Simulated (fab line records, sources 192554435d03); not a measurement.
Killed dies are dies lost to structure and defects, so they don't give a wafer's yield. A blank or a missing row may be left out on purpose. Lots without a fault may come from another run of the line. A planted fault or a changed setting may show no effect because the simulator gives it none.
Problem report in the 8D (eight disciplines) form, filled by code | flow n5_finfet | the parts of the form that need people (team, actions taken, sign-off) are left out

1. THE PROBLEM
time_to_endpoint_s at N5_BEOL_M1_CMP_52 reads a mean of 38.3 s on 4 wafers of 3 lots; wafers without a fault read 63.6 s with a standard deviation of 2.8. That is -9.0 standard deviations from the usual mean.
The step: polishes, stops on SiOC, t overpolish 6.8 s, target thk 40 nm.
First seen on wafer L223.1, day 8 07:13, on cmp-02. The record holds 28 wafers of 10 lots with a number at this step. Rule for "out", or "out of limits": more than 4 standard deviations from the usual mean. The other wafers with a number count as sound.

2. WHAT IT IS AND WHAT IT IS NOT
question                    | is                             | is not
which readings at this step | time_to_endpoint_s             | edge_zone_pressure_frac, motor_current_A, platen_rpm
which lots                  | L223, L224, L225               | L217, L218, L232, L233, L234, L236, L237
which wafers of those lots  | L223.1, L224.1, L224.3, L225.1 | L223.2, L223.4, L224.6, L225.5, L225.6
read on which tools         | cmp-02, cmp-03, cmp-04         | -
when                        | from day 8 07:13               | up to then (8 sound wafers); but 16 sound wafers of L224, L225, L232, L233, L234, L236, L237 came after

3. SUSPECTS, AND WHAT RULES EACH OUT
Counting: a tool at a process step up to the reading stays a suspect if it ran every lot that is out. Sound lots after the first of them don't rule it out here, since some wafers of a struck lot are sound.
- ecd_cu-01 at N5_BEOL_M1_ECD_50 (material Cu, target thk 300 nm): kept. It ran every lot that is out, first L223 (day 8 06:50); its last sound lot up to then is L218 (day 7 02:32).
Left after counting: ecd_cu-01 at N5_BEOL_M1_ECD_50.

4. THE CAUSE (what the simulator had put in)
Process parameter drift: ecd_cu-01, from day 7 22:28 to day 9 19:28, at N5_BEOL_M1_ECD_50. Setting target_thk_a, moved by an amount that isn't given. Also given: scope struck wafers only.
Counting left only this tool.

5. THE CHAIN OF EFFECTS, in route order
Each row: a reading whose mean over the struck wafers that have a number lies more than 3 standard deviations from the usual. Only readings for which the record gives a usual standard deviation are gone through. hours: the time from each lot's start at the first step in this table that gives one to its start at this step, as a median over the lots. sigmas: the change in usual standard deviations.
hours | step              | reading            | usual  | on struck wafers | change | sigmas
0     | N5_BEOL_M1_CMP_52 | time_to_endpoint_s | 63.6 s | 38.3             | -25.3  | -9.0
The process steps in it:
- N5_BEOL_M1_CMP_52: polishes, stops on SiOC, t overpolish 6.8 s, target thk 40 nm.
Later measuring or inspecting steps at which every struck wafer that the step has a row for has a number for every such reading, and none has moved that far: N5_BEOL_M1_THK_MEAS_53, N5_BEOL_M4_RC_MEAS_101.

6. WHAT WOULD HAVE CAUGHT IT SOONER
In this record the first reading out of limits was taken at day 8 07:13, 9 hours after the fault began at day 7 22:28.
Of the lots that are out (3), L224, L225 began N5_BEOL_M1_ECD_50 on ecd_cu-01 after day 8 07:13. A hold on the tool at that time would have spared those 2.
